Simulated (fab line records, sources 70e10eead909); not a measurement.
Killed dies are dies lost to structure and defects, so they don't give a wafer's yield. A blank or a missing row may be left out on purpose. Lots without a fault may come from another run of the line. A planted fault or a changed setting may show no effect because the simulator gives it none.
Tool commonality check | flow nand_harc | 11 lots, 33 wafers sampled

WHY IT WAS OPENED
At NHARC_A_ONON_D2_THK_MEAS_05 the reading thk_nm is flagged on 2 of 11 lots. Wafers without a fault read 1001 nm, standard deviation 10.
Rule: a lot is flagged when every wafer of it that has a number lies more than 4 standard deviations from that mean, or none has a number. The other lots count as sound.

lot  | measured     | on            | thk_nm (nm), wafer by wafer | flag
L823 | day 12 18:32 | film_metro-01 | 998 999 997                 |
L824 | day 13 00:56 | film_metro-02 | 1003 1003 1005              |
L826 | day 13 23:06 | film_metro-02 | 994 994 995                 |
L831 | day 15 09:16 | film_metro-01 | 1012 1013 1011              |
L833 | day 16 21:37 | film_metro-01 | 998 995 994                 |
L835 | day 17 00:32 | film_metro-01 | 659 660 659                 | FLAGGED
L838 | day 18 09:53 | film_metro-02 | 651 652 655                 | FLAGGED
L842 | day 20 01:05 | film_metro-01 | 1002 1001 1001              |
L844 | day 21 09:17 | film_metro-01 | 1003 1006 1005              |
L845 | day 21 09:18 | film_metro-02 | 1014 1014 1014              |
L846 | day 22 06:10 | film_metro-02 | 989 989 987                 |
The numbers of the flagged lots are 656 nm on average: -345 nm against the usual, or -34 standard deviations.

WHICH TOOL RAN EACH LOT
The record holds 4 process steps before the reading, out of a route of 1302 steps. In each cell: the tool, then ch and the chambers that the sampled wafers went through, then the start.
lot  | flag    | NHARC_A_CHANNEL_HOLE_D1_ETCH_20  | NHARC_A_CHANNEL_HOLE_D1_ETCH_22  | NHARC_A_CHANNEL_HOLE_D1_ETCH_33  | NHARC_A_ONON_D2_DEP_03
L823 |         | har_etch-02 ch 0,1, day 8 21:10  | har_etch-02 ch 0,1, day 8 21:56  | har_etch-02 ch 0,1, day 9 01:02  | pecvd_onon-03 ch 0, day 12 18:01
L824 |         | har_etch-02 ch 0,1, day 9 07:40  | har_etch-02 ch 0,1, day 9 08:27  | har_etch-02 ch 0,1, day 9 11:30  | pecvd_onon-01 ch 0, day 13 00:29
L826 |         | har_etch-01 ch 0,1, day 10 04:19 | har_etch-01 ch 0,1, day 10 05:05 | har_etch-01 ch 0,1, day 10 08:13 | pecvd_onon-03 ch 0, day 13 22:35
L831 |         | har_etch-01 ch 0,1, day 11 12:29 | har_etch-01 ch 0,1, day 11 13:15 | har_etch-01 ch 0,1, day 11 16:22 | pecvd_onon-03 ch 0, day 15 08:45
L833 |         | har_etch-02 ch 0,1, day 12 22:53 | har_etch-02 ch 0,1, day 12 23:38 | har_etch-02 ch 0,1, day 13 02:43 | pecvd_onon-01 ch 0, day 16 21:10
L835 | FLAGGED | har_etch-01 ch 0,1, day 13 06:23 | har_etch-01 ch 0,1, day 13 07:11 | har_etch-01 ch 0,1, day 13 10:15 | pecvd_onon-01 ch 0, day 17 00:01
L838 | FLAGGED | har_etch-01 ch 0,1, day 14 17:21 | har_etch-01 ch 0,1, day 14 18:11 | har_etch-01 ch 0,1, day 14 21:10 | pecvd_onon-01 ch 0, day 18 09:29
L842 |         | har_etch-01 ch 0,1, day 16 05:15 | har_etch-01 ch 0,1, day 16 06:02 | har_etch-01 ch 0,1, day 16 09:05 | pecvd_onon-04 ch 0, day 20 00:38
L844 |         | har_etch-01 ch 0,1, day 17 09:58 | har_etch-01 ch 0,1, day 17 10:43 | har_etch-01 ch 0,1, day 17 13:49 | pecvd_onon-03 ch 0, day 21 08:47
L845 |         | har_etch-01 ch 0,1, day 17 14:25 | har_etch-01 ch 0,1, day 17 15:16 | har_etch-01 ch 0,1, day 17 18:15 | pecvd_onon-04 ch 0, day 21 08:58
L846 |         | har_etch-02 ch 0,1, day 18 10:43 | har_etch-02 ch 0,1, day 18 11:32 | har_etch-02 ch 0,1, day 18 14:34 | pecvd_onon-03 ch 0, day 22 05:39
What these steps do:
- NHARC_A_CHANNEL_HOLE_D1_ETCH_20: etches the open film in C4F8/O2/Ar, time 361.9 s, target depth 1600 nm.
- NHARC_A_CHANNEL_HOLE_D1_ETCH_22: etches the open film in C4F8/O2/Ar, time 666.7 s, target depth 1600 nm.
- NHARC_A_CHANNEL_HOLE_D1_ETCH_33: etches the open film in C4F8/O2/Ar, time 90 s, target depth 400 nm.
- NHARC_A_ONON_D2_DEP_03: target thk 1000 nm.
- NHARC_A_ONON_D2_THK_MEAS_05: measures by ellipsometry.

FLAGGED OVER TOTAL, TOOL BY TOOL (the gauges that took the reading come last)
step                            | tool          | lots run | flagged | share of the flagged lots | sound lots run after its first flagged lot
NHARC_A_CHANNEL_HOLE_D1_ETCH_20 | har_etch-01   | 7        | 2       | all                       | 3 (L842,L844,L845)
NHARC_A_CHANNEL_HOLE_D1_ETCH_20 | har_etch-02   | 4        | 0       | none                      | -
NHARC_A_CHANNEL_HOLE_D1_ETCH_22 | har_etch-01   | 7        | 2       | all                       | 3 (L842,L844,L845)
NHARC_A_CHANNEL_HOLE_D1_ETCH_22 | har_etch-02   | 4        | 0       | none                      | -
NHARC_A_CHANNEL_HOLE_D1_ETCH_33 | har_etch-01   | 7        | 2       | all                       | 3 (L842,L844,L845)
NHARC_A_CHANNEL_HOLE_D1_ETCH_33 | har_etch-02   | 4        | 0       | none                      | -
NHARC_A_ONON_D2_DEP_03          | pecvd_onon-01 | 4        | 2       | all                       | 0
NHARC_A_ONON_D2_DEP_03          | pecvd_onon-03 | 5        | 0       | none                      | -
NHARC_A_ONON_D2_DEP_03          | pecvd_onon-04 | 2        | 0       | none                      | -
NHARC_A_ONON_D2_THK_MEAS_05     | film_metro-01 | 6        | 1       | some                      | 2 (L842,L844)
NHARC_A_ONON_D2_THK_MEAS_05     | film_metro-02 | 5        | 1       | some                      | 2 (L845,L846)

WHAT THE TABLE ALLOWS
4 rows of the table ran every flagged lot: har_etch-01 at NHARC_A_CHANNEL_HOLE_D1_ETCH_20, har_etch-01 at NHARC_A_CHANNEL_HOLE_D1_ETCH_22, har_etch-01 at NHARC_A_CHANNEL_HOLE_D1_ETCH_33, pecvd_onon-01 at NHARC_A_ONON_D2_DEP_03.
- har_etch-01 at NHARC_A_CHANNEL_HOLE_D1_ETCH_20: 2 of its 7 lots flagged. Sound lots ran on it after the first flagged one (L842, L844, L845), which a lasting fault on the whole tool wouldn't allow.
- har_etch-01 at NHARC_A_CHANNEL_HOLE_D1_ETCH_22: 2 of its 7 lots flagged. Sound lots ran on it after the first flagged one (L842, L844, L845), which a lasting fault on the whole tool wouldn't allow.
- har_etch-01 at NHARC_A_CHANNEL_HOLE_D1_ETCH_33: 2 of its 7 lots flagged. Sound lots ran on it after the first flagged one (L842, L844, L845), which a lasting fault on the whole tool wouldn't allow.
- pecvd_onon-01 at NHARC_A_ONON_D2_DEP_03: 2 of its 4 lots flagged. Its last sound lot is L833 (day 16 21:10), its first flagged lot L835 (day 17 00:01): a fault that began between those two fits.
One tool is left: pecvd_onon-01 at NHARC_A_ONON_D2_DEP_03.

WHAT THE SIMULATOR HAD PUT IN
Process parameter drift: pecvd_onon-01, from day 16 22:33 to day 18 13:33, at NHARC_A_ONON_D2_DEP_03. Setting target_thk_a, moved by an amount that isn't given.
Lots struck among those shown: L835, L838. The rule above found the same.
